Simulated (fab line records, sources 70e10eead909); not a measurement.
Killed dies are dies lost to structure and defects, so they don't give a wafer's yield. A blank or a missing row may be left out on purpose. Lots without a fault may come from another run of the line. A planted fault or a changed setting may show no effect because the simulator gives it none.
Which tool did it? | flow nand_harc | 12 lots, 36 wafers sampled, at 5 steps of a route of 1302

WHAT THE GAUGES READ, wafer by wafer
NHARC_P_CONTACT_INSPECT_14.
lot  | measured     | on                | raw_defect_count
L230 | day 6 01:46  | defect_inspect-01 | 8 7 10
L231 | day 6 13:54  | defect_inspect-01 | 5 4 2
L233 | day 7 03:50  | defect_inspect-02 | 5 4 3
L235 | day 7 22:40  | defect_inspect-02 | 6 3 6
L237 | day 8 14:39  | defect_inspect-01 | 2 2 1
L240 | day 10 05:18 | defect_inspect-02 | 2 5 7
L242 | day 10 19:49 | defect_inspect-01 | 2 1 2
L247 | day 13 05:49 | defect_inspect-01 | 6 5 6
L248 | day 13 10:43 | defect_inspect-01 | 5 4 5
L250 | day 14 08:50 | defect_inspect-01 | 1 7 9
L252 | day 15 04:17 | defect_inspect-02 | 2 2 5
L253 | day 15 10:52 | defect_inspect-01 | 4 7 8

NHARC_END_SORT_01.
lot  | measured     | on        | killed_at_array | killed_at_other | killed_at_periphery | killed_dies | killed_open | killed_short
L242 | day 29 02:24 | prober-01 | 48 38 41        | 1 0 0           | 1 5 33              | 50 43 74    | 3 6 4       | 5 1 1

WHICH TOOL RAN EACH LOT (tool, then ch and the chambers of the sampled wafers, then the start)
lot  | NHARC_P_CONTACT_ETCH_35            | NHARC_P_CONTACT_ETCH_18                       | NHARC_P_CONTACT_ETCH_31
L230 | rie_diel-08 ch 0,2,3, day 6 01:55  | rie_diel-08 ch 0,2, day 6 02:35 or earlier    | rie_diel-08 ch 0,1, day 6 02:35
L231 | rie_diel-08 ch 0,2, day 6 14:03    | rie_diel-08 ch 2,3, day 6 14:42 or earlier    | rie_diel-08 ch 0,3, day 6 14:42
L233 | rie_diel-05 ch 0,1,3, day 7 03:59  | rie_diel-05 ch 1,2,3, day 7 04:38 or earlier  | rie_diel-05 ch 0,2,3, day 7 04:38
L235 | rie_diel-08 ch 0,3, day 7 22:49    | rie_diel-08 ch 0,1, day 7 23:28 or earlier    | rie_diel-08 ch 2,3, day 7 23:28
L237 | rie_diel-05 ch 0,1,3, day 8 14:48  | rie_diel-05 ch 1,2,3, day 8 15:28 or earlier  | rie_diel-05 ch 1,2,3, day 8 15:28
L240 | rie_diel-05 ch 0,1,3, day 10 05:28 | rie_diel-05 ch 0,1,2, day 10 06:06 or earlier | rie_diel-05 ch 0,2, day 10 06:06
L242 | rie_diel-08 ch 1,2, day 10 19:58   | rie_diel-08 ch 1,2, day 10 20:38 or earlier   | rie_diel-08 ch 0,1,3, day 10 20:38
L247 | rie_diel-08 ch 0,1,3, day 13 05:58 | rie_diel-08 ch 2,3, day 13 06:37 or earlier   | rie_diel-08 ch 0,1, day 13 06:37
L248 | rie_diel-03 ch 0,3, day 13 10:51   | rie_diel-03 ch 0,1,3, day 13 11:31 or earlier | rie_diel-03 ch 1,3, day 13 11:31
L250 | rie_diel-08 ch 0,1,3, day 14 08:59 | rie_diel-08 ch 1,2,3, day 14 09:39 or earlier | rie_diel-08 ch 0,2,3, day 14 09:39
L252 | rie_diel-08 ch 0,1, day 15 04:25   | rie_diel-08 ch 1,2, day 15 05:06 or earlier   | rie_diel-08 ch 0,1,2, day 15 05:06
L253 | rie_diel-03 ch 0,2, day 15 11:01   | rie_diel-03 ch 0,2,3, day 15 11:40 or earlier | rie_diel-03 ch 0,2, day 15 11:40
- NHARC_P_CONTACT_ETCH_35: etches the open film in CF4, target depth 39 nm, time 65 s.
- NHARC_P_CONTACT_ETCH_18: etches the open film in C4F8/O2/Ar, target depth 481 nm, time 240.5 s.
- NHARC_P_CONTACT_ETCH_31: etches the open film in CH3F/O2, target depth 30 nm, time 85.7 s.

WHAT THE TOOLS THEMSELVES READ (means of the sampled wafers that have a number; where no wafer has one, the mark that the record gives instead)
NHARC_P_CONTACT_ETCH_35.
lot  | tool        | drypump_motor_current_A (A) | oes_product_au (a.u.) | rf_vpp_V (V) | showerhead_plenum_p_Torr (Torr) | throttle_valve_pct (%)
L230 | rie_diel-08 | 6.1                         | 1.015                 | 151.8        | 1.79                            | 13.277
L231 | rie_diel-08 | 5.9                         | 1.015                 | 151.5        | 1.75                            | 13.293
L233 | rie_diel-05 | 6.1                         | 0.996                 | 152.4        | 1.81                            | 13.280
L235 | rie_diel-08 | 5.8                         | 1.004                 | 152.2        | 1.83                            | 13.291
L237 | rie_diel-05 | 6.0                         | 1.003                 | 152.2        | 1.81                            | 13.288
L240 | rie_diel-05 | 6.0                         | 0.999                 | 151.2        | 1.81                            | 13.287
L242 | rie_diel-08 | 6.2                         | 1.002                 | 150.9        | 1.78                            | 13.279
L247 | rie_diel-08 | 5.8                         | 1.007                 | 151.3        | 1.80                            | 13.295
L248 | rie_diel-03 | 6.2                         | 0.995                 | 150.6        | 1.73                            | 13.285
L250 | rie_diel-08 | 5.8                         | 1.008                 | 152.1        | 1.80                            | 13.282
L252 | rie_diel-08 | 5.7                         | 1.018                 | 151.0        | 1.75                            | 13.281
L253 | rie_diel-03 | 6.3                         | 0.999                 | 151.7        | 1.74                            | 13.283

NHARC_P_CONTACT_ETCH_18.
lot  | tool        | oes_product_au (a.u.) | rf_vpp_V (V)
L230 | rie_diel-08 | 0.936                 | 978
L231 | rie_diel-08 | 0.981                 | 981
L233 | rie_diel-05 | 0.967                 | 981
L235 | rie_diel-08 | 0.987                 | 978
L237 | rie_diel-05 | 0.970                 | 980
L240 | rie_diel-05 | 0.967                 | 981
L242 | rie_diel-08 | 0.968                 | 980
L247 | rie_diel-08 | 0.985                 | 981
L248 | rie_diel-03 | 0.965                 | 979
L250 | rie_diel-08 | 0.983                 | 982
L252 | rie_diel-08 | 0.982                 | 979
L253 | rie_diel-03 | 0.942                 | 975

NHARC_P_CONTACT_ETCH_31.
lot  | tool        | drypump_motor_current_A (A) | oes_product_au (a.u.) | rf_vpp_V (V) | showerhead_plenum_p_Torr (Torr) | throttle_valve_pct (%)
L230 | rie_diel-08 | 5.6                         | 0.963                 | 244.3        | 2.44                            | 20.674
L231 | rie_diel-08 | 5.7                         | 0.985                 | 244.7        | 2.48                            | 20.673
L233 | rie_diel-05 | 6.1                         | 0.971                 | 246.6        | 2.60                            | 20.662
L235 | rie_diel-08 | 6.5                         | 0.990                 | 245.3        | 2.51                            | 20.664
L237 | rie_diel-05 | 6.3                         | 0.984                 | 244.7        | 2.50                            | 20.665
L240 | rie_diel-05 | 6.1                         | 0.975                 | 245.5        | 2.58                            | 20.665
L242 | rie_diel-08 | 5.8                         | 0.875                 | 245.0        | 2.50                            | 20.670
L247 | rie_diel-08 | 5.7                         | 0.999                 | 243.9        | 2.44                            | 20.665
L248 | rie_diel-03 | 6.0                         | 0.987                 | 245.6        | 2.50                            | 20.666
L250 | rie_diel-08 | 6.1                         | 0.992                 | 245.0        | 2.49                            | 20.667
L252 | rie_diel-08 | 6.1                         | 0.993                 | 243.5        | 2.45                            | 20.661
L253 | rie_diel-03 | 6.3                         | 0.972                 | 244.2        | 2.43                            | 20.661

THE ANSWER, worked out from the rows above alone
Rule: what is usual is taken from the lots themselves. Put in order of their means at a reading, lots are off if they are a third of the lots or fewer, leave a main group of 4 or more, and stand apart from it by a gap of 3 or more times the standard deviation of the main group's means; of several such gaps the widest counts. A main group whose means are all the same, to the digits that the tables above print for the reading, isn't used. A lot without any number at a reading at which 4 lots or more have one is off too. The other lots that the step has rows for count as sound. The gauges are gone through in route order, then the tools' own readings, and for those a lot's mean is taken as printed above. The first step at which some lot is off is used, and at that step the reading that is off furthest; a lot without a number counts as furthest.
Off: L242, at NHARC_P_CONTACT_ETCH_31 (oes_product_au). The main group: mean 0.983 a.u., standard deviation 0.011.
A tool fits if, at that step or a process step before it, it ran every lot that is off, and no sound lot after the first of them. NHARC_P_CONTACT_ETCH_18 gives no start for some lots, so the hours and the order of its lots are those of NHARC_P_CONTACT_ETCH_31. None of those tried fits.

WHAT THE SIMULATOR HAD PUT IN
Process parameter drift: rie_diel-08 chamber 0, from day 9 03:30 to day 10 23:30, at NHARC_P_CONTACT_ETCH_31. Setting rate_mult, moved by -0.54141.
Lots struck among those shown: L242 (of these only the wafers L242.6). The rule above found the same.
